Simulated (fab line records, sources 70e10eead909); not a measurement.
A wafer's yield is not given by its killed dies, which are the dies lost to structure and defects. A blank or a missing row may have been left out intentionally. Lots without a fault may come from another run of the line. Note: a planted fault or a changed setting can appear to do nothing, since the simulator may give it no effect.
Matching of chambers || flow nand-harc || NHARC_THIN_TSV_DEP_43 on pecvd-02: 3 sister chambers
The step deposits SiO2, target thk 1328.5 nm. 3 wafers are shown with their chamber, then 7 later ones without.

## WAFERS WITH THEIR CHAMBER
{"wafer": "L507.1", "chamber": 0, "throttle-valve-pct (%)": 16.2}
{"wafer": "L511.2", "chamber": 2, "throttle-valve-pct (%)": 16.0}
{"wafer": "L511.3", "chamber": 1, "throttle-valve-pct (%)": 16.4}

## WAFERS WITHOUT THEIR CHAMBER
{"wafer": "L511.6", "throttle-valve-pct (%)": 15.9}
{"wafer": "L519.1", "throttle-valve-pct (%)": 15.8}
{"wafer": "L519.4", "throttle-valve-pct (%)": 15.8}
{"wafer": "L519.6", "throttle-valve-pct (%)": 15.8}
{"wafer": "L517.1", "throttle-valve-pct (%)": 16.5}
{"wafer": "L517.2", "throttle-valve-pct (%)": 16.0}
{"wafer": "L517.5", "throttle-valve-pct (%)": 15.9}

## EACH ONE'S CHAMBER
{"wafer": "L511.6", "from the rows above": "can't be placed: 2 or 0", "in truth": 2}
{"wafer": "L519.1", "from the rows above": "can't be placed: 2 or 0", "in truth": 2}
{"wafer": "L519.4", "from the rows above": "can't be placed: 2 or 0", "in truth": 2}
{"wafer": "L519.6", "from the rows above": "can't be placed: 2 or 0", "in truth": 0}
{"wafer": "L517.1", "from the rows above": "can't be placed: 1 or 0", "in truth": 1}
{"wafer": "L517.2", "from the rows above": "can't be placed: 2 or 0", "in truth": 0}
{"wafer": "L517.5", "from the rows above": "can't be placed: 2 or 0", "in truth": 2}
0 of 7 placed correctly. Not placeable from these rows: 7 (in 7, the candidates include the true chamber). Number placed wrongly: 0.
How it was worked out, from the rows above alone: a wafer's distance from a chamber is the root of the sum, over the readings, of the square of ((its reading less the chamber's mean) divided by the reading's scatter). The wafer belongs to the nearest chamber; if the next one is less than 2 further off, it can't be placed. Each chamber's mean is taken over the wafers shown for it. The scatter: with one shown wafer a chamber, the root of the mean of the squares of how far each hidden wafer lies from its nearest shown one.
